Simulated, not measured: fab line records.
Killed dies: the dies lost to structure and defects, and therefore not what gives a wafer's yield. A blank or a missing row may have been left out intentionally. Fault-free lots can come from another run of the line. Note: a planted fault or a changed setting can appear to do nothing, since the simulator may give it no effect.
fab line records	flow nand_harc
[record] lots = 6	wafers = 18	last_day = 23
route steps=1159 shown P_CONTACT@249 P_M0@253
lots that met no fault: taken from a fault-free run of the same line
start_h: hours from the record's opening day to when the first of the lot's shown wafers began	wait_h: hours since the lot's step before	" same as the row above	L1.1+2: several wafers, shown together as one row	- no value, or no start was given	* or withheld: withheld	< > ~ a bound
route shown NAME@n: names a module that has steps shown in the file, with the first one's number in the route	usual: average and standard deviation across the fault-free wafers	same: alike in all rows	chamber/n: place in a boat	sites: the reading at each site	_std_site: their standard deviation	_edge_site: outer sites' mean less inner sites'	radius_mm: how far each site lies from the wafer's centre	mask NAME#n: copy n	behind: tool/chamber where the wafer was last shaped	hold: why the lot was held/for how many hours/how that ended	device: names the non-switching transistor (n, p or np)	end of line: tests of these same wafers at the route's end	a step with no rows: only its recipe	killed: dies that structure and defects cost at the first sort, which is not the same as the wafer's yield	map: shows each die of a wafer: x if killed, . if not, _ if none is there
set.NAME: the run value of the setting; set.NAME@STEP: its run value at that earlier step	model.NAME: the simulator's own value behind a step, which no gauge read
lots at selected steps of the route; one table per step, one row per wafer
services: when a tool's chamber went out of use (start_h, in hours from the record's first day, below 0 if earlier), for how many hours, and the reason
[[steps]]
[step NHARC_P_CONTACT_CMP_24]
[recipe] t_overpolish_s = 30	target_thk_nm = 200
[usual] motor_current_A = 11.9/0.84	overpolish_run_s = 29.999/0.0091	time_to_endpoint_s = 38.9/3
lot.wafer	tool	chamber	start_h	wait_h	motor_current_A	overpolish_run_s	time_to_endpoint_s
L428.4	cmp-03	1	115.66	0.4	13.8	30.014	32.0
L428.1	"	3	"	"	12.8	30.008	43.1
L428.5	"	0	"	"	11.2	29.999	32.5
L434.3	cmp-01	2	158.81	0.7	12.4	29.992	36.4
L434.6	"	2	"	"	12.6	30.013	38.2
L434.5	"	3	"	"	11.7	29.993	35.4
L438.1	cmp-03	2	176.39	0.6	10.3	30.000	38.0
L438.3	"	3	"	"	12.7	30.007	41.8
L438.6	"	1	"	"	13.8	29.986	33.6
L443.2	cmp-04	2	208.07	0.5	12.3	30.002	43.8
L443.4	"	0	"	"	12.0	29.996	41.3
L443.6	"	3	"	"	11.5	29.981	40.6
L445.4	cmp-04	3	227.15	0.3	11.7	30.005	36.7
L445.1	"	1	"	"	11.2	29.985	37.6
L445.5	"	3	"	"	11.4	29.992	39.2
L449.1	cmp-04	1	248.07	0.5	11.3	29.975	37.2
L449.3	"	2	"	"	11.7	30.006	38.2
L449.6	"	1	"	"	11.2	30.003	38.9
[step NHARC_P_CONTACT_SRD_26]
[step NHARC_P_CONTACT_INSPECT_27]
[usual] raw_defect_count = 296/120
lot.wafer	tool	chamber	start_h	wait_h	raw_defect_count
L428.1	defect_inspect-02	-	116.04	0.1	268
L428.4	"	-	"	"	272
L428.5	"	-	"	"	178
L434.3	defect_inspect-02	-	159.24	0.1	335
L434.5	"	-	"	"	272
L434.6	"	-	"	"	496
L438.1	defect_inspect-01	-	176.77	0.1	181
L438.3	"	-	"	"	282
L438.6	"	-	"	"	323
L443.2	defect_inspect-01	-	208.46	0.1	294
L443.4	"	-	"	"	377
L443.6	"	-	"	"	320
L445.1	defect_inspect-02	-	227.55	0.1	244
L445.4	"	-	"	"	266
L445.5	"	-	"	"	423
L449.1	defect_inspect-02	-	248.47	0.1	176
L449.3	"	-	"	"	259
L449.6	"	-	"	"	152
[step NHARC_P_M0_DEP_00]
[recipe] target_thk_a = 1500	target_thk_nm = 150	temp_c = withheld	pressure_torr = 5	flow_sccm = 200	rf_w = 600	material = SiOC
[step NHARC_P_M0_DEHYDRATE_01]
[recipe] temp_c = 150	time_s = 120
[step NHARC_P_M0_HMDS_02]
[recipe] time_s = 30
[step NHARC_P_M0_COAT_33]
[recipe] temp_c = 200	time_s = 65
[step NHARC_P_M0_COAT_03]
[recipe] spin_rpm = 1500	resist_thk_nm = 90
[step NHARC_P_M0_SOFTBAKE_04]
[recipe] temp_c = 105	time_s = 55
[step NHARC_P_M0_EBR_05]
[step NHARC_P_M0_EXPOSE_06]
[recipe] na = 1.35	target_cd_nm = 90	dose_mj = 81.28	mask_id = P_M0
[step NHARC_P_M0_PEB_07]
[recipe] peb_temp_c = 100	peb_time_s = 65
[usual] plate_temp_C = 100.01/0.13	resist_line_temp_C = 23.02/0.11
lot.wafer	tool	chamber	start_h	wait_h	plate_temp_C	resist_line_temp_C
L428.1	litho_track-06	0	116.89	0.1	99.81	22.81
L428.4	"	0	"	"	99.81	23.00
L428.5	"	0	"	"	99.85	22.83
L434.3	litho_track-01	0	159.94	0.0	100.06	22.93
L434.5	"	0	"	"	99.88	23.05
L434.6	"	0	"	"	100.09	22.96
L438.1	litho_track-06	0	177.47	0.1	99.99	22.97
L438.3	"	0	"	"	100.15	22.96
L438.6	"	0	"	"	100.03	23.06
L443.2	litho_track-06	0	209.29	0.1	100.35	22.92
L443.4	"	0	"	"	100.21	23.03
L443.6	"	0	"	"	100.11	22.85
L445.1	litho_track-04	0	228.38	0.1	100.06	23.13
L445.4	"	0	"	"	99.77	23.03
L445.5	"	0	"	"	99.96	23.12
L449.1	litho_track-04	0	249.29	0.1	99.89	22.92
L449.3	"	0	"	"	99.92	22.96
L449.6	"	0	"	"	99.73	23.09
[step NHARC_P_M0_DEVELOP_08]
[recipe] develop_time_s = 35	dev_temp_c = 23
[step NHARC_P_M0_CD_MEAS_09]
[recipe] target_cd_nm = 90	landing_energy_ev = 500
[usual] cd_nm = 89.8/0.68
lot.wafer	tool	chamber	start_h	wait_h	cd_nm
L428.1	cd_sem-03	0	116.97	-	90.1
L428.4	"	0	"	"	90.3
L428.5	"	0	"	"	90.7
L434.3	cd_sem-02	0	160.02	-	90.2
L434.5	"	0	"	"	88.8
L434.6	"	0	"	"	88.8
L438.1	cd_sem-01	0	177.55	-	102.4
L438.3	"	0	"	"	102.9
L438.6	"	0	"	"	90.3
L443.2	cd_sem-03	0	209.37	-	102.9
L443.4	"	0	"	"	90.8
L443.6	"	0	"	"	90.9
L445.1	cd_sem-01	0	228.46	-	89.7
L445.4	"	0	"	"	89.8
L445.5	"	0	"	"	89.2
L449.1	cd_sem-03	0	249.37	-	89.7
L449.3	"	0	"	"	89.9
L449.6	"	0	"	"	89.8
[step NHARC_P_M0_OVL_MEAS_10]
[recipe] pitch_nm = 180
[usual] overlay_x_nm = -0.1/0.78	overlay_y_nm = -0.1/0.86
lot.wafer	tool	chamber	start_h	wait_h	overlay_x_nm	overlay_y_nm
L428.1	overlay-01	-	117.06	-	0.6	0.0
L428.4	"	-	"	"	0.7	0.6
L428.5	"	-	"	"	0.5	-0.3
L434.3	overlay-01	-	160.11	-	0.4	1.2
L434.5	"	-	"	"	0.2	0.7
L434.6	"	-	"	"	0.6	1.3
L438.1	overlay-01	-	177.64	-	-0.2	-1.2
L438.3	"	-	"	"	0.0	-0.9
L438.6	"	-	"	"	-0.4	-0.9
L443.2	overlay-02	-	209.46	-	-1.4	-0.1
L443.4	"	-	"	"	-1.3	-0.1
L443.6	"	-	"	"	-0.3	-0.5
L445.1	overlay-01	-	228.55	-	0.1	0.1
L445.4	"	-	"	"	0.4	0.1
L445.5	"	-	"	"	0.5	-0.4
L449.1	overlay-02	-	249.46	-	-0.4	-0.2
L449.3	"	-	"	"	-0.4	-0.5
L449.6	"	-	"	"	-0.1	0.1
[step NHARC_P_M0_INSPECT_11]
[usual] raw_defect_count = 4.0/2.5
lot.wafer	tool	chamber	start_h	wait_h	raw_defect_count
L428.1	defect_inspect-01	-	117.09	0.0	3
L428.4	"	-	"	"	6
L428.5	"	-	"	"	3
L434.3	defect_inspect-01	-	160.14	0.0	3
L434.5	"	-	"	"	2
L434.6	"	-	"	"	0
L438.1	defect_inspect-01	-	177.67	0.0	2
L438.3	"	-	"	"	4
L438.6	"	-	"	"	6
L443.2	defect_inspect-02	-	209.49	0.0	1
L443.4	"	-	"	"	6
L443.6	"	-	"	"	3
L445.1	defect_inspect-01	-	228.58	0.0	2
L445.4	"	-	"	"	3
L445.5	"	-	"	"	5
L449.1	defect_inspect-01	-	249.50	0.0	6
L449.3	"	-	"	"	4
L449.6	"	-	"	"	2
[step NHARC_P_M0_DESCUM_14]
[recipe] time_s = 3	o2_flow_sccm = 200	ar_flow_sccm = 0	bias_power_w = 0	chemistry = O2
[usual] drypump_motor_current_A = 5.7/0.37	oes_product_au = 0.999/0.0099	rf_vpp_V = 57.8/1	showerhead_plenum_p_Torr = 1.90/0.089	throttle_valve_pct = 11.311/0.0083
lot.wafer	tool	chamber	start_h	wait_h	drypump_motor_current_A	oes_product_au	rf_hours_counter_h	rf_vpp_V	showerhead_plenum_p_Torr	throttle_valve_pct	model.P_M0.cd_nm
L428.1	rie_diel-07	3	117.16	0.1	5.9	1.005	4	58.5	1.81	11.309	91.27
L428.4	"	2	"	"	5.6	1.005	-	56.7	1.88	11.320	90.14
L428.5	"	1	"	"	5.6	0.991	-	58.5	2.02	11.313	91.09
L434.3	rie_diel-07	2	160.22	0.1	5.6	1.014	6	57.4	1.88	11.316	90.07
L434.6	"	0	"	"	5.6	0.997	-	57.9	1.82	11.307	88.66
L434.5	"	2	"	"	5.6	0.998	-	57.8	1.88	11.303	89.21
L438.1	rie_diel-02	1	177.73	0.1	6.2	0.986	1	57.3	1.80	11.322	102
L438.3	"	2	"	"	5.5	1.011	1	58.7	2.01	11.313	102.3
L438.6	"	2	"	"	5.5	1.006	-	60.0	2.01	11.294	89.47
L443.4	rie_diel-07	0	209.55	0.1	5.7	1.020	9	56.9	1.82	11.306	90.47
L443.2	"	2	"	"	5.6	1.005	10	57.0	1.88	11.309	102.7
L443.6	"	0	"	"	5.7	1.011	-	56.8	1.82	11.310	90.99
L445.1	rie_diel-09	3	228.66	0.1	5.6	1.010	11	56.5	1.84	11.295	89.21
L445.4	"	0	"	"	6.3	0.995	11	57.7	1.83	11.309	89.59
L445.5	"	1	"	"	6.4	0.993	-	59.0	2.02	11.313	89.24
L449.3	rie_diel-07	3	249.56	0.1	5.9	1.000	1	58.0	1.80	11.323	90.62
L449.1	"	0	"	"	5.6	1.002	1	57.4	1.82	11.321	89.87
L449.6	"	3	"	"	5.9	1.008	-	57.2	1.80	11.317	90.53
[step NHARC_P_M0_ETCH_34]
[recipe] target_depth_a = 400	overetch_a = 120	time_s = 43.94	ion_energy_ev = 200	n2_flow_sccm = 150	h2_flow_sccm = 150	ar_flow_sccm = 0	rf_w = 400	bias_w = 150	chemistry = N2/H2
[usual] drypump_motor_current_A = 5.7/0.37	oes_product_au = 0.998/0.0099	rf_vpp_V = 429.8/2.8	showerhead_plenum_p_Torr = 2.02/0.096	throttle_valve_pct = 14.172/0.0087
lot.wafer	tool	chamber	start_h	wait_h	drypump_motor_current_A	oes_product_au	rf_hours_counter_h	rf_vpp_V	showerhead_plenum_p_Torr	throttle_valve_pct
L428.1	rie_diel-07	3	117.27	0.1	5.9	1.002	4	425.4	1.92	14.167
L428.4	"	1	"	"	5.6	0.993	-	432.4	2.15	14.169
L428.5	"	3	"	"	5.9	1.016	-	428.1	1.92	14.186
L434.3	rie_diel-07	3	160.31	0.1	5.9	1.004	6	428.5	1.92	14.173
L434.5	"	2	"	"	5.6	1.008	-	429.3	2.00	14.166
L434.6	"	0	"	"	5.6	0.995	-	427.2	1.94	14.175
L438.3	rie_diel-02	0	177.88	0.1	5.0	0.996	1	427.8	1.94	14.171
L438.1	"	1	"	"	6.1	0.986	1	427.0	1.91	14.171
L438.6	"	0	"	"	5.0	0.995	-	428.5	1.94	14.165
L443.4	rie_diel-07	3	209.64	0.1	5.9	1.002	9	426.8	1.92	14.169
L443.2	"	2	"	"	5.6	1.004	10	428.9	2.00	14.164
L443.6	"	0	"	"	5.6	1.006	-	427.1	1.94	14.181
L445.4	rie_diel-09	2	228.74	0.1	5.2	0.995	10	433.0	2.15	14.178
L445.1	"	3	"	"	5.6	0.998	11	426.8	1.96	14.156
L445.5	"	1	"	"	6.4	0.980	-	434.3	2.16	14.166
L449.1	rie_diel-07	1	249.64	0.1	5.6	0.987	1	433.8	2.15	14.177
L449.3	"	2	"	"	5.6	0.999	1	429.7	2.00	14.172
L449.6	"	2	"	"	5.6	1.016	-	430.8	2.00	14.165
[step NHARC_P_M0_ETCH_15]
[recipe] target_depth_a = 1500	overetch_a = 150	time_s = 82.5	c4f8_flow_sccm = withheld	ar_flow_sccm = 400	rf_w = 600	bias_w = 300	chemistry = C4F8/Ar
[usual] oes_product_au = 0.953/0.022	rf_vpp_V = 440.3/2.8
lot.wafer	tool	chamber	start_h	wait_h	oes_product_au	rf_hours_counter_h	rf_vpp_V	model.P_M0.cd_nm
L428.1	rie_diel-07	1	-	-	0.939	4	444.5	91.16
L428.4	"	3	"	"	0.951	-	436.1	90.61
L428.5	"	1	"	"	0.948	-	444.9	90.66
L434.3	rie_diel-07	3	-	-	0.930	6	436.4	90.04
L434.5	"	0	"	"	0.917	-	437.3	89.3
L434.6	"	2	"	"	0.937	-	438.8	87.89
L438.3	rie_diel-02	1	-	-	0.950	1	435.9	102.3
L438.1	"	0	"	"	0.952	1	437.5	101.7
L438.6	"	2	"	"	0.962	-	443.1	89.54
L443.2	rie_diel-07	0	-	-	0.947	9	438.3	103
L443.4	"	2	"	"	0.946	10	441.5	90.03
L443.6	"	0	"	"	0.948	-	437.5	90.65
L445.1	rie_diel-09	1	-	-	0.913	10	444.3	89.19
L445.4	"	2	"	"	0.923	10	445.4	89.91
L445.5	"	2	"	"	0.914	-	443.3	88.98
L449.3	rie_diel-07	2	-	-	0.974	1	439.3	90.99
L449.1	"	0	"	"	0.965	1	438.1	89.69
L449.6	"	2	"	"	0.978	-	441.1	90.64
[step NHARC_P_M0_CD_MEAS_16]
[usual] cd_nm = 89.9/0.84
lot.wafer	tool	chamber	start_h	wait_h	cd_nm
L428.1	cd_sem-03	-	117.50	-	90.6
L428.4	"	-	"	"	90.8
L428.5	"	-	"	"	90.8
L434.3	cd_sem-02	-	160.55	-	89.9
L434.5	"	-	"	"	89.5
L434.6	"	-	"	"	87.8
L438.1	cd_sem-03	-	178.09	-	101.8
L438.3	"	-	"	"	102.3
L438.6	"	-	"	"	89.7
L443.2	cd_sem-01	-	209.85	-	102.9
L443.4	"	-	"	"	89.7
L443.6	"	-	"	"	90.7
L445.1	cd_sem-03	-	228.94	-	89.2
L445.4	"	-	"	"	89.9
L445.5	"	-	"	"	88.9
L449.1	cd_sem-02	-	249.86	-	89.4
L449.3	"	-	"	"	90.9
L449.6	"	-	"	"	90.3
[[services]]
tool	chamber	start_h	hours	kind
litho_track-01	-	93.00	7.0	pm
rie_diel-02	3	101.31	7.3	repair
cmp-04	-	105.00	4.0	pm
rie_diel-07	0	109.20	-	clean
rie_diel-07	1	109.20	-	clean
rie_diel-07	0	114.08	3.7	repair
litho_track-06	-	117.00	7.0	pm
cmp-01	-	138.73	0.3	repair
litho_track-04	-	141.00	7.0	pm
rie_diel-02	-	150.71	9.0	pm
cmp-03	-	156.09	4.0	pm
rie_diel-07	1	157.23	8.4	repair
cmp-01	-	179.61	4.0	pm
rie_diel-09	2	185.09	3.5	repair
rie_diel-02	0	185.67	2.8	repair
cmp-03	-	192.99	1.1	repair
cmp-04	-	203.00	4.0	pm
rie_diel-09	1	206.67	8.8	repair
cmp-03	-	212.43	3.1	repair
rie_diel-02	1	221.90	10.4	repair
rie_diel-07	-	228.20	9.0	pm
cmp-03	-	230.66	1.6	repair
cmp-04	-	248.48	5.1	repair
rie_diel-09	0	249.41	38.3	repair
[[key]]
[first_sign] step = NHARC_P_M0_CD_MEAS_09	reading = cd_nm	direction = up	sigmas = 19	usual = 89.8	struck = 102.7
[effect] step = NHARC_P_M0_CD_MEAS_16	reading = cd_nm	direction = up	sigmas = 15	usual = 89.9	struck = 102.4
[model_effect] step = NHARC_P_M0_DESCUM_14	value = P_M0.cd_nm	without = 89.63	struck = 102.3
[model_effect] step = NHARC_P_M0_ETCH_15	value = P_M0.cd_nm	without = 89.66	struck = 102.4
met_at NHARC_P_M0_PEB_07
struck_wafers L438.1,L438.3,L443.2
sort_left_out L438.1,L438.3,L443.2
onset_between 116.89 177.47
[fault] kind = process_parameter_drift	tool = litho_track-06	chamber = -	onset_h = 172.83	steps = NHARC_P_M0_PEB_07	channel = peb_time_s	offset = *	shape = step	end_h = 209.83	scope = struck_wafers_only	acts_in = *	stated = *
// sort_left_out: the simulated sort isn't trusted on such a fault, so these wafers' sort isn't shown, and their yield isn't known
